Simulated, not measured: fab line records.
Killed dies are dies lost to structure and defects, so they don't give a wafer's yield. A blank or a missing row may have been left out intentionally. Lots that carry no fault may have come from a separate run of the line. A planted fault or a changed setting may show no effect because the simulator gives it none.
fab line records + flow nand-harc
record:
- lots: 13
- wafers: 39
- last-day: 33
route steps=1302 shown THIN_TSV@1259 END@1302
lots that met no fault: from a run of the same line without faults
start-h: start of the lot's first displayed wafer, in hours after the record's first day + wait-h: how many hours have passed since the lot's step before this one + " identical to the entry in the row above + L1.1+2: a single row standing in for several wafers + - no value, or no start was given + * or withheld: withheld + < > ~ a bound
route shown NAME@n: a module of which the file shows steps, and the number in the route of the first + usual: the fault-free wafers' mean and standard deviation + same: alike in all rows + chamber/n: place in a boat + sites: readings site by site + _std_site: the values' standard deviation + _edge_site: the outer-site mean with the inner-site mean subtracted + radius-mm: for every site, how far away it sits from the centre of the wafer + mask NAME#n: copy n + behind: the tool/chamber that last shaped the wafer + hold: the reason the lot was held/the length of the hold in hours/how it ended + device: which transistor (n, p or np) failed to switch + end of line: at the end of the route, the tests of the same wafers + a step with no rows: only its recipe + killed: count of dies lost to structure and defects at first sort (not the wafer's yield) + map: shows each die of a wafer: x if killed, . if not, _ if none is there
set.NAME: the setting as run; set.NAME@STEP: as run at that earlier step + model.NAME: the simulator's own value behind a step, which no gauge read
route steps across a sampled set of lots; one table per step, one row per wafer
services: from which hour (start-h, from the record's first day; less than 0 if before it) a tool's chamber was out of use, for how many hours, and why
== steps ==
step: NHARC_THIN_TSV_CD_MEAS_12
recipe:
- target-cd-nm: 1000
- landing-energy-ev: 500
usual:
- cd-nm: 1000.1/1.1
| lot.wafer | tool      | chamber | start-h | wait-h | cd-nm  |
|-----------|-----------|---------|---------|--------|--------|
| L968.2    | cd-sem-01 | 0       | 556.76  | -      | 1000.5 |
| L968.3    | "         | 0       | "       | "      | 1001.9 |
| L968.6    | "         | 0       | "       | "      | 999.9  |
| L970.2    | cd-sem-02 | 0       | 569.89  | -      | 1000.4 |
| L970.5    | "         | 0       | "       | "      | 999.1  |
| L970.6    | "         | 0       | "       | "      | 999.8  |
| L972.1    | cd-sem-03 | 0       | 573.48  | -      | 1000.7 |
| L972.2    | "         | 0       | "       | "      | 1000.1 |
| L972.4    | "         | 0       | "       | "      | 1000.8 |
| L975.1    | cd-sem-03 | 0       | 614.22  | -      | 999.6  |
| L975.3    | "         | 0       | "       | "      | 999.5  |
| L975.5    | "         | 0       | "       | "      | 999.8  |
| L974.3    | cd-sem-02 | 0       | 618.79  | -      | 997.2  |
| L974.5    | "         | 0       | "       | "      | 998.8  |
| L974.6    | "         | 0       | "       | "      | 998.4  |
| L976.4    | cd-sem-01 | 0       | 642.99  | -      | 1001.3 |
| L976.5    | "         | 0       | "       | "      | 1001.0 |
| L976.6    | "         | 0       | "       | "      | 999.6  |
| L979.3    | cd-sem-03 | 0       | 666.95  | -      | 1000.1 |
| L979.4    | "         | 0       | "       | "      | 999.8  |
| L979.5    | "         | 0       | "       | "      | 998.7  |
| L983.3    | cd-sem-02 | 0       | 690.83  | -      | 999.9  |
| L983.5    | "         | 0       | "       | "      | 1000.6 |
| L983.6    | "         | 0       | "       | "      | 1001.9 |
| L985.2    | cd-sem-01 | 0       | 718.20  | -      | 999.5  |
| L985.3    | "         | 0       | "       | "      | 999.1  |
| L985.4    | "         | 0       | "       | "      | 1000.3 |
| L984.1    | cd-sem-01 | 0       | 725.79  | -      | 1001.7 |
| L984.2    | "         | 0       | "       | "      | 999.6  |
| L984.3    | "         | 0       | "       | "      | 1000.2 |
| L988.2    | cd-sem-02 | 0       | 769.27  | -      | 1000.7 |
| L988.4    | "         | 0       | "       | "      | 999.4  |
| L988.5    | "         | 0       | "       | "      | 1001.3 |
| L990.1    | cd-sem-01 | 0       | 770.79  | -      | 998.2  |
| L990.3    | "         | 0       | "       | "      | 999.4  |
| L990.6    | "         | 0       | "       | "      | 998.5  |
| L991.1    | cd-sem-03 | 0       | 777.88  | -      | 1000.1 |
| L991.2    | "         | 0       | "       | "      | 1000.1 |
| L991.5    | "         | 0       | "       | "      | 1002.7 |
step: NHARC_THIN_TSV_STRIP_62
recipe:
- power-w: 1500
- temp-c: 250
- time-s: 20
- chemistry: N2/H2
usual:
- drypump-motor-current-A: 6.0/0.42
- heater-power-w: 311/25
| lot.wafer | tool            | chamber | start-h | wait-h | drypump-motor-current-A | heater-power-w | rf-hours-counter-h |
|-----------|-----------------|---------|---------|--------|-------------------------|----------------|--------------------|
| L968.2    | plasma-asher-01 | 0       | 559.87  | -      | 5.7                     | 327            | 7                  |
| L968.3    | "               | 1       | "       | "      | 5.5                     | 265            | -                  |
| L968.6    | "               | 1       | "       | "      | 5.5                     | 266            | -                  |
| L970.2    | plasma-asher-02 | 1       | 572.67  | -      | 6.4                     | 303            | 29                 |
| L970.5    | "               | 1       | "       | "      | 6.4                     | 305            | -                  |
| L970.6    | "               | 0       | "       | "      | 6.4                     | 338            | -                  |
| L972.1    | plasma-asher-02 | 0       | 576.21  | -      | 6.5                     | 338            | 30                 |
| L972.2    | "               | 1       | "       | "      | 6.4                     | 314            | 30                 |
| L972.4    | "               | 1       | "       | "      | 6.4                     | 310            | -                  |
| L975.1    | plasma-asher-02 | 0       | 617.03  | -      | 6.4                     | 326            | 2                  |
| L975.3    | "               | 0       | "       | "      | 6.4                     | 314            | -                  |
| L975.5    | "               | 1       | "       | "      | 6.4                     | 327            | -                  |
| L974.3    | plasma-asher-02 | 1       | 621.93  | -      | 6.4                     | 323            | -                  |
| L974.5    | "               | 0       | "       | "      | 6.4                     | 323            | -                  |
| L974.6    | "               | 1       | "       | "      | 6.4                     | 327            | -                  |
| L976.4    | plasma-asher-02 | 0       | 645.66  | -      | 6.4                     | 319            | -                  |
| L976.6    | "               | 1       | "       | "      | 6.4                     | 327            | -                  |
| L976.5    | "               | 0       | "       | "      | 6.4                     | 319            | -                  |
| L979.3    | plasma-asher-02 | 1       | 669.84  | -      | 6.4                     | 331            | -                  |
| L979.4    | "               | 0       | "       | "      | 6.4                     | 319            | -                  |
| L979.5    | "               | 1       | "       | "      | 6.3                     | 332            | -                  |
| L983.3    | plasma-asher-02 | 1       | 693.48  | -      | 6.4                     | 327            | -                  |
| L983.6    | "               | 0       | "       | "      | 6.4                     | 320            | -                  |
| L983.5    | "               | 1       | "       | "      | 6.4                     | 322            | -                  |
| L985.2    | plasma-asher-01 | 0       | 720.81  | -      | 5.7                     | 334            | 2                  |
| L985.3    | "               | 0       | "       | "      | 5.7                     | 328            | -                  |
| L985.4    | "               | 1       | "       | "      | 5.5                     | 273            | -                  |
| L984.1    | plasma-asher-02 | 1       | 728.54  | -      | 6.4                     | 320            | 29                 |
| L984.2    | "               | 0       | "       | "      | 6.4                     | 320            | 29                 |
| L984.3    | "               | 0       | "       | "      | 6.4                     | 331            | -                  |
| L988.2    | plasma-asher-02 | 1       | 772.34  | -      | 6.4                     | 331            | 38                 |
| L988.4    | "               | 0       | "       | "      | 6.4                     | 315            | -                  |
| L988.5    | "               | 0       | "       | "      | 6.4                     | 324            | -                  |
| L990.1    | plasma-asher-02 | 1       | 773.64  | -      | 6.4                     | 328            | 38                 |
| L990.3    | "               | 1       | "       | "      | 6.4                     | 325            | -                  |
| L990.6    | "               | 0       | "       | "      | 6.4                     | 311            | -                  |
| L991.1    | plasma-asher-01 | 0       | 780.54  | -      | 5.7                     | 326            | 15                 |
| L991.2    | "               | 1       | "       | "      | 5.5                     | 270            | 15                 |
| L991.5    | "               | 0       | "       | "      | 5.7                     | 329            | -                  |
step: NHARC_THIN_TSV_DESCUM_35
recipe:
- time-s: 3
- o2-flow-sccm: 200
- ar-flow-sccm: 0
- bias-power-w: 0
- chemistry: O2
usual:
- drypump-motor-current-A: 5.7/0.4
- oes-product-au: 0.997/0.0075
- rf-vpp-V: 58.0/0.87
- showerhead-plenum-p-Torr: 1.94/0.07
- throttle-valve-pct: 11.310/0.0089
| lot.wafer | tool        | chamber | start-h | wait-h | drypump-motor-current-A | oes-product-au | rf-hours-counter-h | rf-vpp-V | showerhead-plenum-p-Torr | throttle-valve-pct |
|-----------|-------------|---------|---------|--------|-------------------------|----------------|--------------------|----------|--------------------------|--------------------|
| L968.3    | rie-diel-02 | 1       | 563.30  | -      | 5.1                     | 1.001          | 8                  | 57.1     | 2.02                     | 11.318             |
| L968.2    | "           | 0       | "       | "      | 5.8                     | 0.991          | 8                  | 59.3     | 1.91                     | 11.324             |
| L968.6    | "           | 1       | "       | "      | 5.1                     | 1.007          | -                  | 58.7     | 2.02                     | 11.319             |
| L970.2    | rie-diel-10 | 0       | 576.19  | -      | 5.5                     | 1.002          | 7                  | 57.8     | 1.87                     | 11.325             |
| L970.6    | "           | 2       | "       | "      | 6.3                     | 0.999          | -                  | 58.3     | 1.79                     | 11.300             |
| L970.5    | "           | 0       | "       | "      | 5.6                     | 0.997          | -                  | 58.8     | 1.87                     | 11.309             |
| L972.1    | rie-diel-05 | 1       | 579.69  | -      | 5.4                     | 0.996          | 14                 | 57.7     | 1.91                     | 11.305             |
| L972.2    | "           | 3       | "       | "      | 5.4                     | 0.992          | 13                 | 58.3     | 1.93                     | 11.315             |
| L972.4    | "           | 3       | "       | "      | 5.4                     | 0.997          | -                  | 58.8     | 1.93                     | 11.315             |
| L975.3    | rie-diel-05 | 0       | 620.47  | -      | 5.7                     | 0.984          | 1                  | 56.4     | 1.99                     | 11.317             |
| L975.1    | "           | 2       | "       | "      | 5.6                     | 0.991          | 1                  | 57.2     | 2.00                     | 11.323             |
| L975.5    | "           | 3       | "       | "      | 5.4                     | 0.988          | -                  | 57.4     | 1.93                     | 11.318             |
| L974.3    | rie-diel-02 | 1       | 625.38  | -      | 5.1                     | 1.000          | 2                  | 58.0     | 2.02                     | 11.313             |
| L974.6    | "           | 2       | "       | "      | 6.4                     | 0.999          | -                  | 57.2     | 1.97                     | 11.310             |
| L974.5    | "           | 3       | "       | "      | 6.3                     | 1.006          | -                  | 58.4     | 2.05                     | 11.291             |
| L976.4    | rie-diel-02 | 3       | 649.26  | -      | 6.3                     | 1.004          | 3                  | 58.2     | 2.05                     | 11.312             |
| L976.6    | "           | 1       | "       | "      | 5.1                     | 0.998          | -                  | 58.7     | 2.02                     | 11.325             |
| L976.5    | "           | 2       | "       | "      | 6.3                     | 1.000          | -                  | 56.9     | 1.96                     | 11.327             |
| L979.4    | rie-diel-10 | 1       | 673.27  | -      | 5.8                     | 1.015          | 4                  | 57.3     | 1.86                     | 11.311             |
| L979.3    | "           | 3       | "       | "      | 5.6                     | 1.003          | 4                  | 57.6     | 1.95                     | 11.317             |
| L979.5    | "           | 1       | "       | "      | 5.8                     | 1.002          | -                  | 57.3     | 1.86                     | 11.316             |
| L983.3    | rie-diel-05 | 2       | 696.80  | -      | 5.6                     | 1.003          | 6                  | 57.5     | 2.00                     | 11.307             |
| L983.6    | "           | 3       | "       | "      | 5.4                     | 1.001          | -                  | 57.8     | 1.93                     | 11.321             |
| L983.5    | "           | 0       | "       | "      | 5.7                     | 0.997          | -                  | 57.2     | 1.99                     | 11.313             |
| L985.3    | rie-diel-10 | 1       | 724.29  | -      | 5.8                     | 1.002          | 7                  | 58.2     | 1.86                     | 11.302             |
| L985.4    | "           | 2       | "       | "      | 6.3                     | 0.998          | 6                  | 57.8     | 1.79                     | 11.296             |
| L985.2    | "           | 0       | "       | "      | 5.6                     | 0.993          | 6                  | 59.6     | 1.86                     | 11.320             |
| L984.2    | rie-diel-05 | 1       | 732.01  | -      | 5.4                     | 1.006          | 8                  | 58.5     | 1.91                     | 11.300             |
| L984.3    | "           | 2       | "       | "      | 5.5                     | 0.997          | 9                  | 58.7     | 2.00                     | 11.306             |
| L984.1    | "           | 3       | "       | "      | 5.4                     | 0.991          | 8                  | 58.0     | 1.93                     | 11.314             |
| L988.4    | rie-diel-02 | 1       | 775.88  | -      | 5.1                     | 0.986          | 1                  | 59.0     | 2.02                     | 11.311             |
| L988.2    | "           | 2       | "       | "      | 6.4                     | 1.004          | 1                  | 55.8     | 1.96                     | 11.301             |
| L988.5    | "           | 2       | "       | "      | 6.4                     | 0.996          | -                  | 57.7     | 1.96                     | 11.309             |
| L990.3    | rie-diel-02 | 1       | 777.11  | -      | 5.1                     | 0.984          | 1                  | 57.4     | 2.02                     | 11.319             |
| L990.1    | "           | 2       | "       | "      | 6.4                     | 0.998          | 2                  | 56.0     | 1.96                     | 11.300             |
| L990.6    | "           | 3       | "       | "      | 6.3                     | 1.001          | -                  | 58.0     | 2.05                     | 11.317             |
| L991.1    | rie-diel-05 | 1       | 784.01  | -      | 5.4                     | 1.004          | 2                  | 59.0     | 1.91                     | 11.307             |
| L991.2    | "           | 3       | "       | "      | 5.4                     | 0.994          | 2                  | 59.2     | 1.93                     | 11.316             |
| L991.5    | "           | 1       | "       | "      | 5.4                     | 1.004          | -                  | 57.9     | 1.91                     | 11.316             |
step: NHARC_THIN_TSV_ETCH_59
recipe:
- target-depth-a: 8800
- icp-w: 900
- bias-w: 100
- Cl2_flow_sccm: 60
- bcl3-flow-sccm: 30
- time-s: 138.1
- chemistry: Cl2/BCl3
usual:
- bcl3-flow-sccm: 29.98/0.092
- bias-w: 99.99/0.29
- drypump-motor-current-A: 5.6/0.34
- oes-product-au: 0.999/0.0065
- throttle-valve-pct: 22.265/0.0082
| lot.wafer | tool         | chamber | start-h | wait-h | bcl3-flow-sccm | bias-w | drypump-motor-current-A | oes-product-au | rf-hours-counter-h | throttle-valve-pct |
|-----------|--------------|---------|---------|--------|----------------|--------|-------------------------|----------------|--------------------|--------------------|
| L968.2    | rie-metal-01 | 0       | 563.42  | 0.1    | 30.09          | 100.29 | 5.6                     | 0.988          | 2.7                | 22.269             |
| L968.3    | "            | 1       | "       | "      | 29.94          | 99.77  | 5.9                     | 0.998          | -                  | 22.266             |
| L968.6    | "            | 1       | "       | "      | 29.99          | 100.08 | 5.9                     | 0.994          | -                  | 22.268             |
| L970.2    | rie-metal-02 | 0       | 576.36  | 0.2    | 29.95          | 100.00 | 5.3                     | 0.996          | 1.7                | 22.269             |
| L970.6    | "            | 1       | "       | "      | 29.88          | 100.14 | 5.5                     | 0.996          | -                  | 22.266             |
| L970.5    | "            | 0       | "       | "      | 30.01          | 99.57  | 5.3                     | 0.992          | -                  | 22.252             |
| L972.2    | rie-metal-03 | 0       | 579.83  | 0.1    | 29.85          | 100.17 | 5.2                     | 0.997          | 1.3                | 22.257             |
| L972.1    | "            | 1       | "       | "      | 29.91          | 100.00 | 6.2                     | 0.995          | 1.6                | 22.252             |
| L972.4    | "            | 0       | "       | "      | 30.09          | 100.17 | 5.2                     | 0.999          | -                  | 22.269             |
| L975.1    | rie-metal-03 | 0       | 620.62  | 0.1    | 29.99          | 100.48 | 5.2                     | 1.012          | 1.8                | 22.268             |
| L975.3    | "            | 0       | "       | "      | 30.05          | 100.37 | 5.2                     | 1.011          | -                  | 22.275             |
| L975.5    | "            | 1       | "       | "      | 30.12          | 99.42  | 6.2                     | 1.004          | -                  | 22.252             |
| L974.3    | rie-metal-03 | 1       | 625.54  | 0.1    | 30.07          | 99.90  | 6.2                     | 1.009          | -                  | 22.266             |
| L974.5    | "            | 1       | "       | "      | 30.08          | 99.71  | 6.2                     | 1.000          | -                  | 22.265             |
| L974.6    | "            | 0       | "       | "      | 30.12          | 99.89  | 5.2                     | 1.003          | -                  | 22.257             |
| L976.4    | rie-metal-02 | 1       | 649.44  | 0.2    | -              | -      | -                       | -              | -                  | -                  |
| L976.6    | "            | 1       | "       | "      | -              | -      | -                       | -              | -                  | -                  |
| L976.5    | "            | 0       | "       | "      | -              | -      | -                       | -              | -                  | -                  |
| L979.3    | rie-metal-01 | 0       | 673.46  | 0.2    | -              | -      | -                       | -              | -                  | -                  |
| L979.4    | "            | 1       | "       | "      | -              | -      | -                       | -              | -                  | -                  |
| L979.5    | "            | 1       | "       | "      | -              | -      | -                       | -              | -                  | -                  |
| L983.3    | rie-metal-01 | 0       | 697.03  | 0.2    | 29.89          | 99.75  | 5.6                     | 1.003          | -                  | 22.274             |
| L983.5    | "            | 0       | "       | "      | 29.98          | 99.94  | 5.6                     | 1.005          | -                  | 22.260             |
| L983.6    | "            | 0       | "       | "      | 29.91          | 99.69  | 5.6                     | 0.999          | -                  | 22.279             |
| L985.2    | rie-metal-02 | 1       | 724.46  | 0.1    | 29.89          | 99.78  | 5.5                     | 0.993          | 1.9                | 22.250             |
| L985.3    | "            | 0       | "       | "      | 29.90          | 100.30 | 5.3                     | 0.995          | -                  | 22.267             |
| L985.4    | "            | 1       | "       | "      | 29.87          | 99.84  | 5.5                     | 1.000          | -                  | 22.268             |
| L984.2    | rie-metal-02 | 1       | 732.13  | 0.1    | 29.84          | 99.93  | 5.5                     | 0.998          | 2.1                | 22.246             |
| L984.1    | "            | 0       | "       | "      | 30.01          | 99.40  | 5.3                     | 0.998          | 2.1                | 22.254             |
| L984.3    | "            | 1       | "       | "      | 30.01          | 100.32 | 5.5                     | 0.998          | -                  | 22.264             |
| L988.2    | rie-metal-02 | 0       | 776.04  | 0.1    | 29.99          | 100.05 | 5.3                     | 0.990          | 2.7                | 22.266             |
| L988.4    | "            | 0       | "       | "      | 30.06          | 100.06 | 5.2                     | 0.991          | -                  | 22.263             |
| L988.5    | "            | 0       | "       | "      | 30.07          | 100.17 | 5.2                     | 0.994          | -                  | 22.269             |
| L990.1    | rie-metal-01 | 1       | 777.24  | 0.1    | 29.91          | 100.54 | 5.9                     | 0.987          | 0.1                | 22.256             |
| L990.3    | "            | 1       | "       | "      | 29.93          | 100.16 | 6.0                     | 1.007          | -                  | 22.259             |
| L990.6    | "            | 1       | "       | "      | 30.03          | 100.24 | 5.9                     | 0.993          | -                  | 22.268             |
| L991.2    | rie-metal-02 | 0       | 784.14  | 0.1    | 29.98          | 100.46 | 5.3                     | 1.001          | 2.9                | 22.266             |
| L991.1    | "            | 1       | "       | "      | 29.98          | 99.89  | 5.5                     | 0.998          | 2.9                | 22.262             |
| L991.5    | "            | 1       | "       | "      | 29.98          | 100.03 | 5.5                     | 0.999          | -                  | 22.262             |
step: NHARC_END_SORT_01
recipe:
- temp-c: 25
usual:
- defect-limited-yield: 90.7/2.6
- killed-at-array: 59/17
- killed-at-other: 0.7/0.9
- killed-at-periphery: 3.6/2.3
- killed-dies: 63/18
- killed-open: 3.4/1.9
- killed-short: 2.6/1.7
same:
- gross-dies: 677
| lot.wafer | tool      | chamber | start-h | wait-h | defect-limited-yield[%] | killed-at-array | killed-at-other | killed-at-periphery | killed-dies | killed-open | killed-short |
|-----------|-----------|---------|---------|--------|-------------------------|-----------------|-----------------|---------------------|-------------|-------------|--------------|
| L979.3    | prober-01 | 0       | 684.30  | 3.1    | 0                       | 43              | 630             | 4                   | 677         | 3           | 3            |
| L979.4    | prober-01 | 0       | 685.10  | 3.4    | 0                       | 59              | 614             | 4                   | 677         | 5           | 4            |
| L979.5    | prober-01 | 0       | 685.89  | 3.7    | 0                       | 61              | 616             | 0                   | 677         | 2           | 4            |
| L983.3    | prober-01 | 0       | 706.12  | 3.1    | 90.5                    | 61              | 0               | 3                   | 64          | 5           | 2            |
| L983.5    | prober-01 | 0       | 707.72  | 3.7    | 93.2                    | 44              | 0               | 2                   | 46          | 0           | 1            |
| L983.6    | prober-01 | 0       | 708.51  | 4.0    | 92.9                    | 45              | 1               | 2                   | 48          | 4           | 1            |
| L985.2    | prober-02 | 0       | 734.09  | 2.8    | 85.2                    | 94              | 0               | 6                   | 100         | 4           | 4            |
| L985.3    | prober-02 | 0       | 734.90  | 3.1    | 88.6                    | 74              | 0               | 3                   | 77          | 1           | 4            |
| L985.4    | prober-02 | 0       | 735.70  | 3.4    | 87.1                    | 82              | 1               | 4                   | 87          | 1           | 3            |
| L990.1    | prober-01 | 0       | 791.19  | 2.5    | 94.7                    | 29              | 3               | 4                   | 36          | 7           | 2            |
| L990.3    | prober-01 | 0       | 792.79  | 3.1    | 94.4                    | 32              | 2               | 4                   | 38          | 7           | 2            |
| L990.6    | prober-01 | 0       | 795.20  | 4.0    | 94.2                    | 35              | 1               | 3                   | 39          | 1           | 3            |
killed by level:class
L979.3 THIN_TSV:area-etch=630 A_CHANNEL_HOLE_D1:chamber-film-flake=27 A_CONTACT:chamber-film-flake=6 A_SLIT:chamber-film-flake=3 A_CHANNEL_HOLE_D2:unspecified=2 P_STI:geometric-particle:short=1 P_CONTACT:geometric-particle:open=1 P_M0:geometric-particle:open=1
L979.4 THIN_TSV:area-etch=614 A_CHANNEL_HOLE_D1:chamber-film-flake=35 A_CONTACT:chamber-film-flake=11 A_ONON_D1:geometric-particle:open=2 A_M0:geometric-particle:short=2 A_ZERO_WELL:chamber-film-flake=2 A_STAIRCASE:chamber-film-flake=2 P_GATE:geometric-particle:open=1
L979.5 THIN_TSV:area-etch=616 A_CHANNEL_HOLE_D1:chamber-film-flake=32 A_STAIRCASE:chamber-film-flake=6 A_CHANNEL_HOLE_D2:chamber-film-flake=5 A_SLIT:chamber-film-flake=4 A_CONTACT:chamber-film-flake=4 A_ONON_D2:geometric-particle:short=2 A_CHANNEL_HOLE_D2:unspecified=2
L983.3 A_CHANNEL_HOLE_D2:chamber-film-flake=29 A_CHANNEL_HOLE_D1:chamber-film-flake=8 A_CONTACT:chamber-film-flake=5 A_WL_FILL:chamber-film-flake=4 A_STAIRCASE:chamber-film-flake=3 A_SLIT:chamber-film-flake=3 P_ZERO_WELL:chamber-film-flake=2 P_GATE:geometric-particle:open=1
L983.5 A_CHANNEL_HOLE_D2:chamber-film-flake=20 A_CHANNEL_HOLE_D1:chamber-film-flake=7 A_CONTACT:chamber-film-flake=7 A_DECK1_JOINT:chamber-film-flake=4 A_SLIT:chamber-film-flake=2 A_CHANNEL_FILL_D2:geometric-particle:short=1 P_STI:chamber-film-flake=1 P_GATE:chamber-film-flake=1
L983.6 A_CHANNEL_HOLE_D2:chamber-film-flake=18 A_CONTACT:chamber-film-flake=7 A_CHANNEL_HOLE_D1:chamber-film-flake=5 A_WL_FILL:chamber-film-flake=5 A_SLIT:chamber-film-flake=4 P_CONTACT:geometric-particle:open=1 A_CHANNEL_FILL_D1:geometric-particle:open=1 A_ONON_D2:geometric-particle:open=1
L985.2 A_CHANNEL_HOLE_D1:chamber-film-flake=35 A_SLIT:chamber-film-flake=34 A_CONTACT:chamber-film-flake=11 A_WL_FILL:chamber-film-flake=4 P_CONTACT:geometric-particle:open=2 A_DECK1_JOINT:geometric-particle:open=2 P_GATE:chamber-film-flake=2 A_STAIRCASE:chamber-film-flake=2
L985.3 A_CHANNEL_HOLE_D1:chamber-film-flake=30 A_SLIT:chamber-film-flake=18 A_CONTACT:chamber-film-flake=12 A_DECK1_JOINT:chamber-film-flake=5 A_WL_FILL:chamber-film-flake=3 P_GATE:geometric-particle:open=1 A_CHANNEL_FILL_D1:geometric-particle:short=1 A_ONON_D2:geometric-particle:short=1
L985.4 A_SLIT:chamber-film-flake=34 A_CHANNEL_HOLE_D1:chamber-film-flake=28 A_CONTACT:chamber-film-flake=12 P_GATE:chamber-film-flake=2 A_DECK1_JOINT:chamber-film-flake=2 A_WL_FILL:chamber-film-flake=2 A_CHANNEL_FILL_D2:geometric-particle:short=1 A_WL_FILL:geometric-particle:open=1
L990.1 A_CHANNEL_HOLE_D1:chamber-film-flake=15 THIN_TSV:chamber-film-flake=3 A_CHANNEL_FILL_D1:chamber-film-flake=2 A_SLIT:chamber-film-flake=2 P_CONTACT:geometric-particle:open=1 P_M1:geometric-particle:short=1 A_CHANNEL_FILL_D1:geometric-particle:open=1 A_DECK1_JOINT:geometric-particle:open=1
L990.3 A_CHANNEL_HOLE_D1:chamber-film-flake=16 A_SLIT:chamber-film-flake=5 A_M0:geometric-particle:open=2 A_CONTACT:chamber-film-flake=2 THIN_TSV:chamber-film-flake=2 P_CONTACT:geometric-particle:short=1 P_M0:geometric-particle:open=1 A_SOURCE_PLATE:geometric-particle:open=1
L990.6 A_CHANNEL_HOLE_D1:chamber-film-flake=19 A_SLIT:chamber-film-flake=9 A_ONON_D2:geometric-particle:short=2 P_GATE:chamber-film-flake=2 A_CHANNEL_HOLE_D2:chamber-film-flake=2 A_CHANNEL_FILL_D2:geometric-particle:open=1 P_STI:chamber-film-flake=1 STARTING-WAFER:geometric-particle:short=1
== services ==
| tool            | chamber | start-h | hours | kind   |
|-----------------|---------|---------|-------|--------|
| rie-diel-05     | 2       | 540.92  | 19.4  | repair |
| rie-diel-05     | 0       | 571.34  | 4.4   | repair |
| rie-diel-02     | -       | 571.36  | 9.0   | pm     |
| rie-metal-01    | -       | 575.00  | 9.0   | pm     |
| rie-diel-05     | 2       | 576.37  | 7.3   | repair |
| rie-diel-05     | -       | 583.60  | 9.0   | pm     |
| rie-diel-02     | 3       | 589.68  | 8.4   | repair |
| plasma-asher-02 | -       | 593.13  | 4.2   | repair |
| plasma-asher-02 | -       | 603.07  | 9.0   | pm     |
| rie-diel-05     | 3       | 628.01  | 9.5   | repair |
| rie-metal-01    | -       | 629.58  | 0.7   | repair |
| rie-metal-02    | -       | 631.00  | 9.0   | pm     |
| plasma-asher-02 | -       | 631.87  | 1.2   | repair |
| rie-metal-01    | 0       | 633.49  | 1.5   | repair |
| rie-metal-01    | 1       | 648.82  | 16.0  | repair |
| rie-diel-02     | -       | 658.79  | 7.2   | repair |
| rie-diel-05     | 0       | 664.91  | 12.7  | repair |
| rie-metal-01    | 1       | 691.12  | 27.1  | repair |
| rie-diel-02     | -       | 712.04  | 0.3   | repair |
| rie-diel-02     | -       | 748.36  | 9.0   | pm     |
| rie-diel-05     | 1       | 756.10  | 3.5   | repair |
| rie-diel-05     | -       | 760.60  | 9.0   | pm     |
| rie-diel-02     | 2       | 779.01  | 1.3   | repair |
| plasma-asher-02 | -       | 780.07  | 9.0   | pm     |
== key ==
first-sign:
- step: NHARC_THIN_TSV_ETCH_59
- reading: tool-record
- direction: missing
effect:
- step: NHARC_END_SORT_01
- reading: defect-limited-yield
- direction: down
- sigmas: 35
- usual: 90.7
- struck: 0
more-kills-born-at:
- NHARC_THIN_TSV_ETCH_59@rie-metal-01: 1860
met-at NHARC_THIN_TSV_ETCH_59
struck-lots L976,L979
later-rows-left-out L976.4,L976.5,L976.6,L979.3,L979.4,L979.5
sort-left-out L976.4,L976.5,L976.6
not-acting-at NHARC_THIN_TSV_CD_MEAS_12,NHARC_THIN_TSV_STRIP_62,NHARC_THIN_TSV_DESCUM_35
onset-between 576.36 649.44
fault:
- kind: skipped-step-whole
- tool: rie-metal-01,rie-metal-02
- chamber: -
- onset-h: 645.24
- steps: NHARC_THIN_TSV_ETCH_59
- scope: struck-lots-only
sort-left-out: the simulated sort isn't trusted on such a fault, so these wafers' sort isn't shown, and their yield isn't known
later-rows-left-out: the simulator's readings of these wafers behind a module that went badly wrong aren't trusted and aren't shown, but for the sort
